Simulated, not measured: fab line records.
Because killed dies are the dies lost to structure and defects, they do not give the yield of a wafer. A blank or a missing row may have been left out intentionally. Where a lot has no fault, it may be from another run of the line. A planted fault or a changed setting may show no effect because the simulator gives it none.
Comparing a struck lot with a sound one | flow nand-harc | 14 steps out of a route of 1159
Sound: wafers L167.4, L167.5, L167.6. The struck wafers were L164.1, L164.4, L164.5. The cause is named last.
Per side, at each step with rows, come the tool, then ch with its chambers, and then its first start. Under that, the readings that differ: sound wafers | struck wafers | difference of the means | sigmas: that difference in standard deviations of wafers without a fault.
alike: a reading whose means differ by less than 2 such deviations, as well as words and numbers matching on both sides. not compared: withheld readings; readings where some wafer has no value; bounds like >300 that might hide an equal value; numbers whose values overlap and for which the record gives no deviation.
Wherever a step has rows on one side only, a row that says differs or no value, or a row with sigmas, the two part there. Numbers that have no deviation but don't overlap get no sigmas and don't part them. Lack of a reading on every wafer of one side parts them only where that side has two or more wafers.

NHARC_A_SGD_CUT_OVL_MEAS_10:
  sound: overlay-01 at day 19 01:07; struck: overlay-01 at day 18 08:44
  alike: overlay-x-nm, overlay-y-nm
NHARC_A_SGD_CUT_INSPECT_11:
  sound: defect-inspect-02 at day 19 01:09; struck: defect-inspect-01 at day 18 08:47
  alike: raw-defect-count
NHARC_A_SGD_CUT_DESCUM_14: chemistry O2, time 3 s.
  sound on rie-diel-06 ch 0,1,2, day 19 01:14; struck on rie-diel-06 ch 0,2,3, day 18 08:50
  alike: chamber-pressure-mTorr, drypump-motor-current-A, oes-product-au, rf-vpp-V, showerhead-plenum-p-Torr, throttle-valve-pct
  not compared: rf-hours-counter-h
NHARC_A_SGD_CUT_ETCH_58: etches the open film in CF4, target depth 39 nm, time 65 s.
  sound on rie-diel-06 ch 1,2,3, day 19 01:18; struck on rie-diel-06 ch 0,1,3, day 18 08:56
  alike: chamber-pressure-mTorr, drypump-motor-current-A, oes-product-au, rf-vpp-V, showerhead-plenum-p-Torr, throttle-valve-pct
  not compared: rf-hours-counter-h
NHARC_A_SGD_CUT_ETCH_59: etches the open film in N2/H2, target depth 260 nm, time 406.25 s.
  sound on rie-diel-06 ch 0,3; struck on rie-diel-06 ch 0,2,3
  alike: chamber-pressure-mTorr, drypump-motor-current-A, oes-product-au, rf-vpp-V, showerhead-plenum-p-Torr, throttle-valve-pct
  not compared: rf-hours-counter-h
then, 1 step without rows for these wafers: NHARC_A_SGD_CUT_ETCH_15 (etches the open film in CH3F/O2, target depth 75 nm, time 64.3 s).
NHARC_A_SGD_CUT_ETCH_16: etches the open film in C4F8/O2/Ar, target depth 310.5 nm, time 155.2 s.
  sound on rie-diel-06 ch 0,3; struck on rie-diel-06 ch 0,3
  alike: chamber-pressure-mTorr, oes-product-au, rf-vpp-V
  not compared: rf-hours-counter-h
then, 5 steps without rows for these wafers: NHARC_A_SGD_CUT_STRIP_60 (strips in C4F8/O2/Ar); NHARC_A_SGD_CUT_STRIP_17 (strips in O2); NHARC_A_SGD_CUT_PRECLEAN_18 (cleans in SC1); NHARC_A_SGD_CUT_SRD_19; NHARC_A_SGD_CUT_DEP_20 (deposits SiO2, target thk 150 nm).
NHARC_A_SGD_CUT_ANNEAL_27: time 1800 s.
  struck on furnace-01, day 18 12:42; sound on furnace-05 ch 0, day 19 05:12
  no value came back on the struck wafers for run-length-s (s), spike-tc-bottom-C (C), spike-tc-lower-C (C); on the sound wafers run-length-s (s) reads 1814 1814 1814
NHARC_A_SGD_CUT_CMP_21: polishes, target thk 148.19 nm.
  sound on cmp-03 ch 0,2,3, day 19 06:42; struck on cmp-01 ch 1,3, day 18 14:11
  alike: motor-current-A, time-to-endpoint-s

## WHERE THEY PART
Only at NHARC_A_SGD_CUT_ANNEAL_27, within this record. Later steps at which nothing parts them and some readings are alike: NHARC_A_SGD_CUT_CMP_21.

WHY: what had been put in by the simulator
Skipped step whole: furnace-01, from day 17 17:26 on, at NHARC_A_SGD_CUT_ANNEAL_27. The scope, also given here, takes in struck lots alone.
